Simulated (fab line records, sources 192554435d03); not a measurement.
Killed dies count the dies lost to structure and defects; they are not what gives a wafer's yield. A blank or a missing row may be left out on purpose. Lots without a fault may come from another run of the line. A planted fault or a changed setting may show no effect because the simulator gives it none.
fab line records	flow n5-finfet
[record] lots = 7	wafers = 21	last-day = 20
route steps=1938 shown BEOL_M11@1590 BEOL_M12@1602
lots that met no fault: taken from a fault-free run of the same line
start-h: hours from the record's first day to the start of the lot's first wafer shown	wait-h: hours from the lot's prior step to this one	" as in the row above	L1.1+2: several wafers, shown together as one row	- no value present, or no start provided	* or withheld: withheld	< > ~ a bound
route shown NAME@n: NAME is a module with steps in the file, n the number in the route of the first one	usual: mean/standard deviation of fault-free wafers	same: alike in all rows	chamber/n: place in a boat	sites: per-site readings	_std_site: the standard deviation of these	_edge_site: outer sites' mean less inner sites'	radius-mm: for every site, how far away it sits from the centre of the wafer	mask NAME#n: copy n	behind: the tool/chamber that last shaped the wafer	hold: the reason the lot was held/the length of the hold in hours/how it ended	device: whichever transistor did not switch (one of n, p or np)	end of line: the route-end tests of the same wafers	a step given without rows: its recipe and nothing more	killed: dies that structure and defects cost at the first sort, which is not the same as the wafer's yield	map: a wafer's dies, marking killed ones x, the rest . and places with no die _
set.NAME: the run value of the setting; set.NAME@STEP: its run value at that earlier step	model.NAME: the simulator's own value behind a step, which no gauge read
lots at selected steps of the route; one table per step, one row per wafer
services: when a tool's chamber went out of use (start-h, in hours from the record's first day, below 0 if earlier), for how many hours, and the reason
[[steps]]
[step N5_BEOL_M11_ALD_74]
[recipe] material = TaN	target-thk-a = 20	temp-c = 275	ald-precursor-family = PDMAT	ald-co-reactant = NH3	pressure-torr = 3	carrier-flow-sccm = 1500	pulse-time-s = 2	purge-time-s = 3	co-reactant-purge-time-s = 2	co-reactant-pulse-time-s = 3	ald-cycles = 40	precursor-vessel-temp-c = 75	precursor-vessel-pressure-torr = 26.25	precursor-vessel-carrier-sccm = 1000
[usual] heater-power-w = 399/35
[same] purge-time-s = 3
lot.wafer	tool	chamber	start-h	wait-h	heater-power-w
L367.1	ald-metal-01	3	271.42	0.1	342
L367.3	"	0	"	"	369
L367.4	"	1	"	"	431
L370.3	ald-metal-03	3	290.57	0.1	402
L370.4	"	2	"	"	391
L370.6	"	3	"	"	404
L376.2	ald-metal-03	3	326.44	0.0	407
L376.3	"	2	"	"	394
L376.5	"	0	"	"	427
L378.1	ald-metal-03	2	343.71	0.0	392
L378.4	"	1	"	"	360
L378.5	"	3	"	"	409
L379.2	ald-metal-01	3	353.73	0.0	343
L379.3	"	1	"	"	401
L379.5	"	3	"	"	346
L388.3	ald-metal-03	0	423.01	0.0	428
L388.5	"	1	"	"	353
L388.6	"	2	"	"	395
L387.2	ald-metal-04	0	437.66	0.1	365
L387.3	"	1	"	"	433
L387.6	"	0	"	"	377
[step N5_BEOL_M11_SURFACE_TREAT_76]
[recipe] gas = Ar	time-s = *	ion-energy-ev = *	ion-current-ma-cm2 = 0.5	pressure-mtorr = *	ar-flow-sccm = 30
[step N5_BEOL_M11_CVD_75]
[recipe] material = Co	target-thk-a = 20	temp-c = withheld	precursor = CCTBA/H2	pressure-torr = 30	time-s = 138.9
[step N5_BEOL_M11_SPUTTER_48]
[recipe] material = Cu	target-thk-a = 120	temp-c = -20	bias-v = 60	power-w = 26000	chamber-pressure-pa = 0.13	time-s = 2
[usual] chuck-gas-flow-sccm = 1.26/0.046	throttle-valve-pct = 29.6/1
lot.wafer	tool	chamber	start-h	wait-h	chuck-gas-flow-sccm	throttle-valve-pct
L367.1	pvd-sputter-03	-	271.99	0.2	1.31	30.4
L367.3	"	-	"	"	1.28	28.1
L367.4	"	-	"	"	1.31	29.1
L370.3	pvd-sputter-03	-	292.25	0.1	1.27	27.8
L370.4	"	-	"	"	1.27	29.1
L370.6	"	-	"	"	1.25	30.6
L376.2	pvd-sputter-01	-	327.00	0.1	1.25	28.9
L376.3	"	-	"	"	1.26	29.9
L376.5	"	-	"	"	1.28	29.7
L378.1	pvd-sputter-01	-	344.35	0.1	1.26	28.7
L378.4	"	-	"	"	1.21	28.7
L378.5	"	-	"	"	1.28	28.9
L379.2	pvd-sputter-02	-	354.30	0.2	1.29	28.5
L379.3	"	-	"	"	1.14	30.4
L379.5	"	-	"	"	1.24	28.7
L388.3	pvd-sputter-03	-	423.61	0.2	1.21	28.1
L388.5	"	-	"	"	1.34	29.1
L388.6	"	-	"	"	1.31	29.5
L387.2	pvd-sputter-02	-	438.40	0.2	1.25	28.9
L387.3	"	-	"	"	1.29	30.4
L387.6	"	-	"	"	1.25	28.5
[step N5_BEOL_M11_ECD_50]
[recipe] material = Cu	target-thk-a = 3180
[step N5_BEOL_M11_ANNEAL_51]
[recipe] temp-c = 225	time-s = 90	ambient = N2
[usual] wafer_temp_C_max = 225.64/0.26
lot.wafer	tool	chamber	start-h	wait-h	wafer_temp_C_max
L367.1	rtp-anneal-01	0	272.21	0.1	225.50
L367.3	"	0	"	"	225.28
L367.4	"	0	"	"	225.60
L370.3	rtp-anneal-02	0	292.97	0.6	225.70
L370.4	"	0	"	"	225.55
L370.6	"	0	"	"	226.14
L376.2	rtp-anneal-01	0	327.61	0.5	225.47
L376.3	"	0	"	"	225.10
L376.5	"	0	"	"	225.43
L378.1	rtp-anneal-01	0	345.52	1.0	225.52
L378.4	"	0	"	"	225.38
L378.5	"	0	"	"	225.40
L379.2	rtp-anneal-02	0	354.74	0.3	225.77
L379.3	"	0	"	"	225.74
L379.5	"	0	"	"	225.69
L388.3	rtp-anneal-01	0	423.92	0.1	225.50
L388.5	"	0	"	"	225.43
L388.6	"	0	"	"	225.35
L387.2	rtp-anneal-01	0	439.08	0.5	225.44
L387.3	"	0	"	"	225.81
L387.6	"	0	"	"	225.33
[step N5_BEOL_M11_CMP_52]
[recipe] stop-on = SiCOH_lowk	t-overpolish-s = 7	down-force-psi = 1	platen-rpm = 50	clearing-platen-down-force-psi = 1.5	clearing-platen-rpm = 50	post-cmp-clean = cu-alkaline	target-thk-nm = 140	clearing-platen-pad-velocity-m-s = 0.99484	pad-velocity-m-s = 0.99484
[step N5_BEOL_M11_THK_MEAS_53]
[recipe] thk-meas-gauge = xrf	reads = Cu_of_BEOL_M11_ECD_50
[usual] M11_THK = 140.4/2.3
lot.wafer	tool	chamber	start-h	wait-h	M11_THK[nm]
L367.1	film-metro-02	-	272.81	-	141.7
L367.3	"	-	"	"	141.4
L367.4	"	-	"	"	140.1
L370.3	film-metro-02	-	293.48	-	138.8
L370.4	"	-	"	"	141.8
L370.6	"	-	"	"	141.8
L376.2	film-metro-02	-	328.17	-	139.1
L376.3	"	-	"	"	138.5
L376.5	"	-	"	"	139.6
L378.1	film-metro-01	-	346.11	-	142.4
L378.4	"	-	"	"	144.8
L378.5	"	-	"	"	143.5
L379.2	film-metro-01	-	355.29	-	136.1
L379.3	"	-	"	"	137.7
L379.5	"	-	"	"	140.6
L388.3	film-metro-02	-	424.43	-	139.7
L388.5	"	-	"	"	142.3
L388.6	"	-	"	"	139.4
L387.2	film-metro-01	-	439.63	-	137.8
L387.3	"	-	"	"	139.6
L387.6	"	-	"	"	138.8
[step N5_BEOL_M11_PRE_CLEAN_55]
[recipe] gas = NH3	time-s = 15	temp-c = withheld	rf-power-w = 300
[step N5_BEOL_M11_DEP_56]
[recipe] material = SiCN	target-thk-a = 300	temp-c = withheld	precursor = 3MS/NH3	pressure-torr = 3	rf-w = 675	time-s = 10.5
[usual] chamber-pressure-Torr = 3.000/0.0061	rf-fwd-power-W = 665/3.4	showerhead-plenum-p-Torr = 4.17/0.033	throttle-valve-pct = 17.9/0.94
lot.wafer	tool	chamber	start-h	wait-h	chamber-pressure-Torr	rf-fwd-power-W	showerhead-plenum-p-Torr	throttle-valve-pct
L367.1	pecvd-04	1	272.87	0.0	2.994	663	4.18	19.9
L367.3	"	2	"	"	3.008	659	4.19	17.0
L367.4	"	1	"	"	3.000	665	4.17	19.9
L370.3	pecvd-03	1	293.54	0.0	3.004	668	4.12	18.6
L370.4	"	0	"	"	3.001	666	4.16	18.4
L370.6	"	1	"	"	3.008	666	4.13	18.6
L376.2	pecvd-04	2	328.24	0.0	3.002	658	4.18	17.4
L376.3	"	0	"	"	2.996	664	4.24	18.6
L376.5	"	1	"	"	3.007	667	4.18	20.1
L378.1	pecvd-03	0	346.17	0.0	2.999	666	4.17	18.6
L378.4	"	0	"	"	3.000	666	4.17	18.7
L378.5	"	1	"	"	2.994	668	4.14	18.5
L379.2	pecvd-02	0	355.35	0.0	2.999	667	4.21	17.8
L379.3	"	2	"	"	3.004	666	4.14	16.7
L379.5	"	1	"	"	3.008	667	4.16	17.8
L388.3	pecvd-02	0	424.50	0.0	2.991	666	4.22	17.8
L388.5	"	2	"	"	2.998	666	4.14	17.3
L388.6	"	1	"	"	2.993	664	4.16	17.9
L387.2	pecvd-02	1	439.70	0.0	3.012	663	4.15	18.0
L387.3	"	2	"	"	3.000	664	4.14	17.3
L387.6	"	2	"	"	2.996	667	4.14	16.9
[step N5_BEOL_M11_RS_MEAS_57]
[recipe] thk-meas-gauge = four-point-probe	reads = Cu_of_BEOL_M11_ECD_50+Co_of_BEOL_M11_CVD_75+TaN_of_BEOL_M11_ALD_74
[usual] M11_RS = 0.1517/0.0026
lot.wafer	tool	chamber	start-h	wait-h	M11_RS[ohm/sq]
L367.1	film-metro-02	-	272.93	0.0	0.1519
L367.3	"	-	"	"	0.1515
L367.4	"	-	"	"	0.1529
L370.3	film-metro-02	-	293.60	0.0	0.1537
L370.4	"	-	"	"	0.1500
L370.6	"	-	"	"	0.1502
L376.2	film-metro-01	-	328.30	0.0	0.1530
L376.3	"	-	"	"	0.1541
L376.5	"	-	"	"	0.1534
L378.1	film-metro-01	-	346.24	0.0	0.1505
L378.4	"	-	"	"	0.1490
L378.5	"	-	"	"	0.1496
L379.2	film-metro-01	-	355.42	0.0	0.1574
L379.3	"	-	"	"	0.1540
L379.5	"	-	"	"	0.1521
L388.3	film-metro-02	-	424.56	0.0	0.1535
L388.5	"	-	"	"	0.1503
L388.6	"	-	"	"	0.1539
L387.2	film-metro-02	-	439.78	0.1	0.1549
L387.3	"	-	"	"	0.1524
L387.6	"	-	"	"	0.1542
[step N5_BEOL_M11_INSPECT_58]
[recipe] inspect-instrument = darkfield	mode = post-dep
[usual] raw-defect-count = 77/25
lot.wafer	tool	chamber	start-h	wait-h	raw-defect-count
L367.1	defect-inspect-02	-	272.96	0.0	71
L367.3	"	-	"	"	64
L367.4	"	-	"	"	59
L370.3	defect-inspect-02	-	293.63	0.0	45
L370.4	"	-	"	"	44
L370.6	"	-	"	"	46
L376.2	defect-inspect-01	-	328.33	0.0	99
L376.3	"	-	"	"	79
L376.5	"	-	"	"	128
L378.1	defect-inspect-01	-	346.26	0.0	124
L378.4	"	-	"	"	130
L378.5	"	-	"	"	118
L379.2	defect-inspect-01	-	355.44	0.0	81
L379.3	"	-	"	"	84
L379.5	"	-	"	"	84
L388.3	defect-inspect-02	-	424.59	0.0	93
L388.5	"	-	"	"	104
L388.6	"	-	"	"	85
L387.2	defect-inspect-01	-	439.81	0.0	60
L387.3	"	-	"	"	78
L387.6	"	-	"	"	53
[step N5_BEOL_M12_ILD_DEP_00]
[recipe] material = SiOC	target-thk-a = 6589.2	temp-c = 350	precursor = DEMS/O2	pressure-torr = 5	rf-w = 500	time-s = 130.7
[usual] chamber-pressure-Torr = 5.000/0.011	heater-power-outer-w = 267/48	heater-power-w = 497/63	showerhead-plenum-p-Torr = 5.698/0.024	throttle-valve-pct = 12.1/0.74
lot.wafer	tool	chamber	start-h	wait-h	chamber-pressure-Torr	heater-power-outer-w	heater-power-w	showerhead-plenum-p-Torr	throttle-valve-pct
L367.1	pecvd-04	2	272.99	0.0	4.980	301	524	5.719	11.3
L367.3	"	1	"	"	5.008	222	448	5.706	13.2
L367.4	"	2	"	"	4.979	312	524	5.708	11.2
L370.3	pecvd-04	0	293.66	0.0	5.007	226	441	5.726	12.4
L370.4	"	1	"	"	4.993	252	481	5.711	13.2
L370.6	"	2	"	"	5.024	303	513	5.716	11.5
L376.2	pecvd-04	1	328.36	0.0	-	-	-	-	-
L376.3	"	2	"	"	-	-	-	-	-
L376.5	"	1	"	"	-	-	-	-	-
L378.1	pecvd-04	2	346.30	0.0	-	-	-	-	-
L378.4	"	0	"	"	-	-	-	-	-
L378.5	"	1	"	"	-	-	-	-	-
L379.2	pecvd-01	2	355.48	0.0	-	-	-	-	-
L379.3	"	0	"	"	-	-	-	-	-
L379.5	"	2	"	"	-	-	-	-	-
L388.3	pecvd-01	2	424.62	0.0	5.008	290	573	5.689	12.3
L388.5	"	1	"	"	4.990	202	409	5.654	10.5
L388.6	"	0	"	"	4.995	280	546	5.680	12.5
L387.2	pecvd-01	2	439.85	0.0	5.007	293	577	5.659	12.4
L387.3	"	0	"	"	4.983	275	514	5.688	12.7
L387.6	"	1	"	"	5.005	198	430	5.671	10.8
[step N5_BEOL_M12_COAT_58]
[recipe] resist = BARC	temp-c = 205	time-s = 60	spin-rpm = 1500	resist-thk-nm = 89
[step N5_BEOL_M12_COAT_04]
[recipe] spin-rpm = 1625	resist-thk-nm = 400
[step N5_BEOL_M12_EBR_06]
[recipe] solvent = PGMEA	ebr-width-mm = 1.5
[step N5_BEOL_M12_SOFTBAKE_05]
[recipe] temp-c = 130	time-s = 60
[step N5_BEOL_M12_EXPOSE_07]
[recipe] mask-id = V11	na = 0.93	source-shape = conventional	sigma-outer = 0.6	polarization = unpolarized	attpsm-phase-deg = 180	dose-mj = 32.5
[step N5_BEOL_M12_PEB_08]
[recipe] peb-temp-c = 130	peb-time-s = 90
[step N5_BEOL_M12_DEVELOP_09]
[recipe] develop-time-s = 45	rinse-liquid = diw	dry = air-spin	dev-temp-c = 21
[step N5_BEOL_M12_HARDBAKE_14]
[recipe] temp-c = 130	time-s = 120
[step N5_BEOL_M12_CD_MEAS_10]
[recipe] target-cd-nm = 140	landing-energy-ev = 500	detector = se-inlens	polarity = opening
[usual] cd-nm = 140.3/1.4
lot.wafer	tool	chamber	start-h	wait-h	cd-nm
L367.1	cd-sem-01	0	273.56	-	139.4
L367.3	"	0	"	"	140.7
L367.4	"	0	"	"	139.9
L370.3	cd-sem-02	0	294.23	-	139.5
L370.4	"	0	"	"	140.1
L370.6	"	0	"	"	140.5
L376.2	cd-sem-03	0	328.92	-	140.5
L376.3	"	0	"	"	139.8
L376.5	"	0	"	"	140.7
L378.1	cd-sem-01	0	346.86	-	138.7
L378.4	"	0	"	"	139.3
L378.5	"	0	"	"	139.6
L379.2	cd-sem-02	0	355.92	-	141.0
L379.3	"	0	"	"	141.6
L379.5	"	0	"	"	141.3
L388.3	cd-sem-03	0	425.18	-	142.9
L388.5	"	0	"	"	141.2
L388.6	"	0	"	"	142.3
L387.2	cd-sem-02	0	440.42	-	138.6
L387.3	"	0	"	"	136.7
L387.6	"	0	"	"	138.7
[step N5_BEOL_M12_OVL_MEAS_11]
[recipe] points-per-wafer = 44
[usual] V11_OVL = -5/6.2
lot.wafer	tool	chamber	start-h	wait-h	V11_OVL[nm]
L367.1	overlay-01	0	273.59	0.0	-2
L367.3	"	0	"	"	5
L367.4	"	0	"	"	-14
L370.3	overlay-01	0	294.26	0.0	-11
L370.4	"	0	"	"	-6
L370.6	"	0	"	"	0
L376.2	overlay-02	0	328.95	0.0	-18
L376.3	"	0	"	"	-12
L376.5	"	0	"	"	-5
L378.1	overlay-01	0	346.89	0.0	-15
L378.4	"	0	"	"	-3
L378.5	"	0	"	"	-4
L379.2	overlay-01	0	355.95	0.0	4
L379.3	"	0	"	"	1
L379.5	"	0	"	"	8
L388.3	overlay-02	0	425.21	0.0	-3
L388.5	"	0	"	"	-3
L388.6	"	0	"	"	-14
L387.2	overlay-01	0	440.45	0.0	-7
L387.3	"	0	"	"	3
L387.6	"	0	"	"	-3
[step N5_BEOL_M12_INSPECT_12]
[recipe] mode = adi	inspect-instrument = macro
[usual] raw-defect-count = 2.2/1.6
lot.wafer	tool	chamber	start-h	wait-h	raw-defect-count
L367.1	defect-inspect-01	-	273.61	0.0	3
L367.3	"	-	"	"	2
L367.4	"	-	"	"	3
L370.3	defect-inspect-02	-	294.28	0.0	1
L370.4	"	-	"	"	0
L370.6	"	-	"	"	3
L376.2	defect-inspect-02	-	328.98	0.0	2
L376.3	"	-	"	"	5
L376.5	"	-	"	"	1
L378.1	defect-inspect-01	-	346.91	0.0	6
L378.4	"	-	"	"	0
L378.5	"	-	"	"	2
L379.2	defect-inspect-01	-	355.97	0.0	0
L379.3	"	-	"	"	3
L379.5	"	-	"	"	3
L388.3	defect-inspect-02	-	425.24	0.0	1
L388.5	"	-	"	"	1
L388.6	"	-	"	"	5
L387.2	defect-inspect-01	-	440.47	0.0	5
L387.3	"	-	"	"	2
L387.6	"	-	"	"	5
[step N5_BEOL_M12_DESCUM_15]
[recipe] chemistry = O2	time-s = 7.9	source-power-w = 50	bias-power-w = 20	pressure-mtorr = 20	rf-frequency-hz = 2.712e+07	temp-c = 40	o2-flow-sccm = 225
[step N5_BEOL_M12_ETCH_59]
[recipe] chemistry = N2/H2	target = BARC	target-depth-a = 890	overetch-a = 267	time-s = 67.9	ion-energy-ev = 200	pressure-mtorr = 30	source-w = 840	bias-w = 150	n2-flow-sccm = 200	h2-flow-sccm = 200
[step N5_BEOL_M12_VIA_ETCH_16]
[recipe] chemistry = C4F8/O2/Ar	target = SiOC	pressure-mtorr = 30	source-w = 3000	bias-w = 700	Ar_flow_sccm = 400	C4F8_flow_sccm = 15	O2_flow_sccm = 8	he-inner-torr = 15	he-outer-torr = 30	target-depth-a = 7248	time-s = withheld	ion-energy-ev = 250	ends = cleared
[usual] drypump-motor-current-A = 5.8/0.44	oes-product-au = 0.69/0.06	rf-vpp-V = 666.5/2.1	showerhead-plenum-p-Torr = 3.45/0.075	throttle-valve-pct = 24.20/0.2
lot.wafer	tool	chamber	start-h	wait-h	drypump-motor-current-A	oes-product-au	rf-vpp-V	showerhead-plenum-p-Torr	throttle-valve-pct	model.etch.depth-nm	model.coat_of_BEOL_M12_COAT_04.thk-nm
L367.1	rie-diel-06	0	273.73	0.0	5.9	0.65	664.7	3.37	24.38	655.6	122.6
L367.3	"	3	"	"	5.9	0.66	665.6	3.41	24.18	654.9	122.4
L367.4	"	1	"	"	5.7	0.74	666.4	3.44	24.27	659.2	121.2
L370.3	rie-diel-04	3	294.41	0.0	6.5	0.66	667.3	3.52	23.97	646	128
L370.4	"	1	"	"	5.3	0.69	666.2	3.41	23.87	658.6	124.6
L370.6	"	3	"	"	6.5	0.66	668.0	3.52	23.97	653.8	125.8
L376.2	rie-diel-04	3	329.32	0.1	6.5	0.27	667.8	3.51	23.89	0	314.2
L376.3	"	1	"	"	5.3	0.28	665.5	3.40	23.76	0	314.4
L376.5	"	1	"	"	5.3	0.28	668.3	3.40	23.77	0	313.4
L378.1	rie-diel-04	3	347.16	0.0	6.5	0.28	670.2	3.51	23.87	0	311.8
L378.4	"	2	"	"	5.4	0.36	667.5	3.48	24.26	0	309.6
L378.5	"	3	"	"	6.5	0.27	667.2	3.51	23.86	0	312.6
L379.2	rie-diel-01	0	356.12	0.0	5.8	0.30	670.6	3.56	24.18	0	315
L379.3	"	2	"	"	6.2	0.29	662.0	3.30	24.29	0	312.2
L379.5	"	3	"	"	5.6	0.27	663.8	3.41	24.37	0	313.4
L388.3	rie-diel-04	3	425.36	0.0	6.5	0.87	668.3	3.49	23.70	651.3	125.8
L388.5	"	1	"	"	5.3	0.65	665.4	3.38	23.94	668.5	121
L388.6	"	0	"	"	6.4	0.72	670.4	3.58	24.18	671	119
L387.2	rie-diel-06	3	440.59	0.0	5.9	0.62	664.4	3.37	24.26	650.9	124.6
L387.3	"	0	"	"	6.0	0.82	661.8	3.34	24.14	659.9	121
L387.6	"	1	"	"	5.7	0.67	666.1	3.41	24.34	661.8	123
[step N5_BEOL_M12_STRIP_63]
[recipe] chemistry = N2/H2	power-w = 1000	temp-c = 250	h2-frac = 0.65	overash-fraction = 0.3	pressure-mtorr = 1000	n2-flow-sccm = 1750	h2-flow-sccm = 3250
[usual] drypump-motor-current-A = 5.89/0.16	heater-power-w = 355/38	oes-product-au = 0.693/0.0053	strip-time-to-endpoint-s = 42.5/0.81	temp-c = 250.00/0.2
[same] overash-fraction = 0.3
lot.wafer	tool	chamber	start-h	wait-h	drypump-motor-current-A	heater-power-w	oes-product-au	rf-hours-counter-h	strip-time-to-endpoint-s	temp-c
L367.1	plasma-asher-02	0	273.93	-	5.91	341	0.695	69	42.4	250.23
L367.3	"	0	"	"	5.90	343	0.687	-	42.3	249.97
L367.4	"	1	"	"	5.78	400	0.689	-	42.0	249.99
L370.3	plasma-asher-01	1	294.63	-	6.27	325	0.697	-	43.8	250.32
L370.4	"	0	"	"	5.85	310	0.684	-	42.9	249.94
L370.6	"	0	"	"	5.84	315	0.701	-	43.2	249.99
L376.2	plasma-asher-01	0	329.61	-	5.85	315	0.863	137	91.5	249.76
L376.3	"	0	"	"	5.88	320	0.868	-	91.7	249.97
L376.5	"	0	"	"	5.84	324	0.863	-	91.4	249.86
L378.1	plasma-asher-02	1	347.36	-	5.75	401	0.865	85	91.0	250.39
L378.4	"	0	"	"	5.90	333	0.860	-	90.4	249.88
L378.5	"	1	"	"	5.76	404	0.861	-	91.2	250.02
L379.2	plasma-asher-02	1	356.32	-	5.75	408	0.861	87	91.8	249.79
L379.3	"	0	"	"	5.90	339	0.861	-	91.1	249.82
L379.5	"	0	"	"	5.89	345	0.865	-	91.4	250.16
L388.3	plasma-asher-01	1	425.58	-	6.17	316	0.694	-	43.2	249.97
L388.5	"	0	"	"	5.84	308	0.686	-	42.0	250.26
L388.6	"	1	"	"	6.18	328	0.694	-	41.4	250.13
L387.2	plasma-asher-02	0	440.80	-	5.90	333	0.687	102	42.9	249.94
L387.3	"	0	"	"	5.92	344	0.690	-	42.0	249.78
L387.6	"	0	"	"	5.92	339	0.691	-	42.5	249.65
[step N5_BEOL_M12_STRIP_64]
[recipe] chemistry = N2/H2	power-w = 1000	temp-c = 250	h2-frac = 0.65	overash-fraction = 0.3	pressure-mtorr = withheld	n2-flow-sccm = 1750	h2-flow-sccm = 3250
[usual] drypump-motor-current-A = 5.90/0.16	heater-power-w = 354/36	oes-product-au = 0.715/0.0047	strip-time-to-endpoint-s = 31.27/0.076	temp-c = 249.99/0.18
[same] overash-fraction = 0.3
lot.wafer	tool	chamber	start-h	wait-h	drypump-motor-current-A	heater-power-w	oes-product-au	rf-hours-counter-h	strip-time-to-endpoint-s	temp-c
L367.1	plasma-asher-02	0	273.99	0.0	5.91	339	0.713	69	31.29	249.73
L367.3	"	0	"	"	5.91	339	0.713	-	31.33	249.73
L367.4	"	1	"	"	5.74	404	0.710	-	31.28	250.03
L370.3	plasma-asher-01	1	294.69	0.0	6.25	329	0.713	-	31.27	250.19
L370.4	"	0	"	"	5.85	312	0.712	-	31.24	249.93
L370.6	"	0	"	"	5.86	309	0.717	-	31.25	249.92
L376.2	plasma-asher-01	0	329.67	0.0	5.87	317	0.722	137	31.19	250.01
L376.3	"	0	"	"	5.84	308	0.710	-	31.26	250.07
L376.5	"	0	"	"	5.86	310	0.722	-	31.26	250.27
L378.1	plasma-asher-02	1	347.42	0.0	5.77	397	0.715	85	31.28	250.17
L378.4	"	0	"	"	5.92	336	0.704	-	31.35	249.90
L378.5	"	1	"	"	5.76	400	0.709	-	31.34	249.72
L379.2	plasma-asher-02	1	356.38	0.0	5.79	401	0.715	87	31.28	249.73
L379.3	"	0	"	"	5.91	335	0.707	-	31.31	250.44
L379.5	"	0	"	"	5.89	336	0.720	-	31.28	250.12
L388.3	plasma-asher-01	1	425.64	0.0	6.24	328	0.713	-	31.35	250.07
L388.5	"	0	"	"	5.85	317	0.717	-	31.36	249.96
L388.6	"	1	"	"	6.29	336	0.710	-	31.41	250.07
L387.2	plasma-asher-02	0	440.86	0.0	5.90	342	0.722	102	31.23	249.86
L387.3	"	0	"	"	5.93	336	0.713	-	31.23	249.84
L387.6	"	0	"	"	5.90	337	0.715	-	31.27	249.89
[step N5_BEOL_M12_STRIP_71]
[recipe] chemistry = post-etch-residue-remover	time-s = 60	temp-c = 25	remover-ph = withheld	remover-water-wt-pct = withheld	remover-fluoride-wt-pct = withheld
[step N5_BEOL_M12_SRD_72]
[recipe] time-s = 30	temp-c = 23	rinse-liquid = diw	dry = n2-spin	spin-rpm = 1500	dry-time-s = 30
[step N5_BEOL_M12_CD_MEAS_17]
[recipe] target-cd-nm = 140	polarity = opening
[usual] cd-nm = 140.6/1.6
lot.wafer	tool	chamber	start-h	wait-h	cd-nm
L367.1	cd-sem-01	-	274.14	0.0	139.6
L367.3	"	-	"	"	140.7
L367.4	"	-	"	"	141.0
L370.3	cd-sem-03	-	294.82	0.0	139.9
L370.4	"	-	"	"	140.2
L370.6	"	-	"	"	140.0
L376.2	cd-sem-01	-	329.82	0.0	-
L376.3	"	-	"	"	-
L376.5	"	-	"	"	-
L378.1	cd-sem-03	-	347.57	0.0	-
L378.4	"	-	"	"	-
L378.5	"	-	"	"	-
L379.2	cd-sem-03	-	356.53	0.0	-
L379.3	"	-	"	"	-
L379.5	"	-	"	"	-
L388.3	cd-sem-02	-	425.77	0.0	142.3
L388.5	"	-	"	"	142.2
L388.6	"	-	"	"	143.0
L387.2	cd-sem-03	-	441.01	0.0	139.2
L387.3	"	-	"	"	138.4
L387.6	"	-	"	"	139.6
[step N5_BEOL_M12_COAT_65]
[recipe] resist = SOC	temp-c = 250	time-s = 60	spin-rpm = 1500	resist-thk-nm = 300
[[services]]
tool	chamber	start-h	hours	kind
rie-diel-06	3	258.10	3.1	repair
rie-diel-04	3	260.32	20.8	repair
pecvd-02	-	261.64	0.5	repair
pecvd-02	-	267.16	1.1	repair
ald-metal-03	0	272.87	29.1	repair
rie-diel-06	1	301.28	8.3	repair
pecvd-04	-	310.65	2.8	pm
rie-diel-06	-	310.71	2.8	pm
rie-diel-04	0	328.48	9.2	repair
ald-metal-01	-	337.25	14.0	pm
pecvd-02	-	345.51	2.8	pm
ald-metal-01	-	351.93	0.8	repair
plasma-asher-01	-	358.00	0.4	repair
pecvd-03	-	362.37	1.5	repair
ald-metal-03	-	376.54	3.2	repair
rtp-anneal-01	-	377.49	4.6	pm
rie-diel-06	0	377.94	8.3	repair
pecvd-04	-	401.74	1.5	repair
ald-metal-03	0	406.07	3.9	repair
pecvd-04	-	420.68	0.7	repair
pecvd-02	2	425.19	1.8	repair
pecvd-01	-	429.82	0.9	repair
rie-diel-04	0	429.94	6.2	repair
pecvd-02	0	434.85	15.5	repair
[[key]]
[first-sign] step = N5_BEOL_M12_ILD_DEP_00	reading = tool-record	direction = missing
[effect] step = N5_BEOL_M12_VIA_ETCH_16	reading = oes-product-au	direction = down	sigmas = 6.7	usual = 0.69	struck = 0.29
[effect] step = N5_BEOL_M12_STRIP_63	reading = strip-time-to-endpoint-s	direction = up	sigmas = 60	usual = *	struck = *
[effect] step = N5_BEOL_M12_CD_MEAS_17	reading = cd-nm	direction = missing
[model-effect] step = N5_BEOL_M12_VIA_ETCH_16	value = etch.depth-nm	without = 656.4	struck = 0
met-at N5_BEOL_M12_ILD_DEP_00
struck-wafers L376.2,L376.3,L376.5,L378.1,L378.4,L378.5,L379.2,L379.3,L379.5
later-rows-left-out L376.2,L376.3,L376.5,L378.1,L378.4,L378.5,L379.2,L379.3,L379.5
sort-left-out L376.2,L376.3,L376.5,L378.1,L378.4,L378.5,L379.2,L379.3,L379.5
onset-between 293.66 328.36
[fault] kind = skipped-step-whole	tool = pecvd-01,pecvd-04	chamber = -	onset-h = 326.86	steps = N5_BEOL_M12_ILD_DEP_00	scope = struck-lots-only
// sort-left-out: the simulated sort isn't trusted on such a fault, so these wafers' sort isn't shown, and their yield isn't known
// later-rows-left-out: the simulator's readings of these wafers behind a module that went badly wrong aren't trusted and aren't shown, but for the sort
